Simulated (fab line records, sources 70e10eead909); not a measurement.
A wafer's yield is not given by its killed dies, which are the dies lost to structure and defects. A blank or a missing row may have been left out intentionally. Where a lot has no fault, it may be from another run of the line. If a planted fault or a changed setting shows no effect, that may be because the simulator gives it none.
What tool caused it?	flow nandHarc	15 lots with 42 wafers sampled at 2 steps, on a route of 1302 steps

## WHAT THE GAUGES SHOWED, per wafer
NHARC_A_SGD_CUT_THK_MEAS_22: measures by ellipsometry.
lot	measured	on	thkNm (nm)
L748	day 19 21:49	filmMetro-02	148.5 150.6 149.7
L749	day 20 12:44	filmMetro-02	148.9 146.9 147.3
L750	day 20 12:44	filmMetro-01	149.9 148.8 147.8
L751	day 21 06:32	filmMetro-01	149.2 150.1 147.4
L752	day 21 18:23	filmMetro-02	148.4 149.6 146.2
L754	day 23 00:41	filmMetro-01	148.7 148.6
L757	day 23 11:17	filmMetro-02	148.3 149.8
L759	day 24 00:52	filmMetro-02	146.0 149.2
L764	day 26 09:58	filmMetro-02	148.3 145.2 147.2
L763	day 26 09:58	filmMetro-01	148.0 150.2 149.0
L765	day 26 18:59	filmMetro-02	148.0 145.2 146.7
L766	day 27 14:19	filmMetro-02	147.4 148.1 147.4
L767	day 27 14:19	filmMetro-02	148.3 149.7 148.9
L768	day 28 02:47	filmMetro-02	146.7 148.5 148.1
L770	day 29 03:59	filmMetro-01	148.4 146.3 145.8

NHARC_A_SLIT_CD_MEAS_09 targets a cd of 300 nm.
lot	measured	on	cdNm (nm)
L748	day 20 08:49	cdSem-02	300.3 300.4 299.7
L749	day 20 19:48	cdSem-02	299.7 300.5 299.7
L750	day 20 20:17	cdSem-01	299.7 300.7 300.0
L751	day 21 11:58	cdSem-03	300.7 300.7 300.7
L752	day 22 01:38	cdSem-01	300.8 300.1 300.2
L754	day 23 08:02	cdSem-03	300.4 299.7
L757	day 23 16:34	cdSem-03	299.5 299.0
L759	day 24 07:41	cdSem-02	299.7 299.9
L764	day 26 16:49	cdSem-03	300.1 300.0 300.7
L763	day 26 16:11	cdSem-01	299.5 299.1 300.6
L765	day 27 03:58	cdSem-03	300.5 301.0 299.2
L766	day 27 19:38	cdSem-02	299.6 299.2 299.7
L767	day 27 19:48	cdSem-01	300.6 299.8 300.3
L768	day 28 11:33	cdSem-03	300.9 300.6 301.1
L770	day 29 14:28	cdSem-02	300.1 300.4 300.6

## EACH LOT AND THE TOOL THAT RAN IT (in order: tool; ch and the chambers of the sampled wafers; start)
Record: no process step prior to these readings.

## AS READ BY THE TOOLS THEMSELVES (means over the sampled wafers that have a number; for cases with no such wafer, the mark the record gives instead)
The record holds no such reading with a usual standard deviation.

## THE ANSWER, worked out from the rows above alone
Rule: what is usual is taken from the lots themselves. Put in order of their means at a reading, lots are off if they are a third of the lots or fewer, leave a main group of 4 or more, and stand apart from it by a gap of 3 or more times the standard deviation of the main group's means; of several such gaps the widest counts. Not used: any main group whose means are identical at the precision the tables above print for the reading. A lot without any number at a reading at which 4 lots or more have one is off too. The other lots that the step has rows for count as sound. The gauges are gone through in route order, then the tools' own readings, and for those a lot's mean is taken as printed above. The first step at which some lot is off is used, and at that step the reading that is off furthest; a lot without a number counts as furthest.
Nothing can be told from this: no lot is off at any reading shown.

## WHAT WAS PUT IN BY THE SIMULATOR
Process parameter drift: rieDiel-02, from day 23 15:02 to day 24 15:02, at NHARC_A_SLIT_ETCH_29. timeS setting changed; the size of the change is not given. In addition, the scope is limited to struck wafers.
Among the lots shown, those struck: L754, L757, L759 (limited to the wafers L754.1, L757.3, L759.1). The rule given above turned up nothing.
